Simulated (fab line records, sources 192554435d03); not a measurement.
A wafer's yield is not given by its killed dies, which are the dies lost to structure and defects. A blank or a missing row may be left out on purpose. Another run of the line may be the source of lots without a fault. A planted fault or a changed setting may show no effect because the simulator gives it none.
Matching of chambers -- flow n5 finfet -- N5_BEOL_M7_ETCH_61 on rie diel-06: 4 sister chambers
The step etches SiARC in CF4, target depth 45.5 nm, time 75.8 s. 8 wafers are shown with their chamber, then 11 later ones without.

== EACH WAFER AND ITS CHAMBER ==
wafer,chamber,drypump motor current A (A),showerhead plenum p Torr (Torr)
L085.1,3,5.8,2.18
L085.4,3,5.8,2.18
L090.1,1,5.9,2.11
L090.2,0,5.7,2.19
L090.6,1,5.8,2.11
L091.4,2,5.2,2.15
L091.6,0,5.8,2.18
L089.2,2,5.2,2.15

== WAFERS WITH NO CHAMBER GIVEN ==
wafer,drypump motor current A (A),showerhead plenum p Torr (Torr)
L089.3,5.8,2.18
L089.6,5.8,2.18
L094.1,5.2,2.15
L094.5,5.2,2.15
L094.6,5.8,2.17
L096.1,5.9,2.10
L096.2,5.2,2.15
L096.3,5.8,2.17
L097.1,5.7,2.18
L097.2,5.2,2.15
L097.4,5.9,2.10

== EACH ONE'S CHAMBER ==
wafer,from the rows above,in truth
L089.3,can't be placed: 3 or 0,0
L089.6,can't be placed: 3 or 0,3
L094.1,2,2
L094.5,2,2
L094.6,can't be placed: 3 or 0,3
L096.1,1,1
L096.2,2,2
L096.3,can't be placed: 3 or 0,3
L097.1,can't be placed: 0 or 3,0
L097.2,2,2
L097.4,1,1
Correct placement for 6 of the 11. Cannot be placed on the basis of these rows: 5; the candidates contain the true chamber in 5. Number placed wrongly: 0.
How it was worked out, from the rows above alone: a wafer's distance from a chamber is the root of the sum, over the readings, of the square of ((its reading less the chamber's mean) divided by the reading's scatter). If the next closest chamber is less than 2 further off than the closest, the wafer can't be placed; otherwise it belongs to the closest. Each chamber's mean is taken over the wafers shown for it. The scatter: take each reading less its chamber's mean, square it, sum over the shown wafers, divide by the number of wafers less the number of chambers, and take the root.
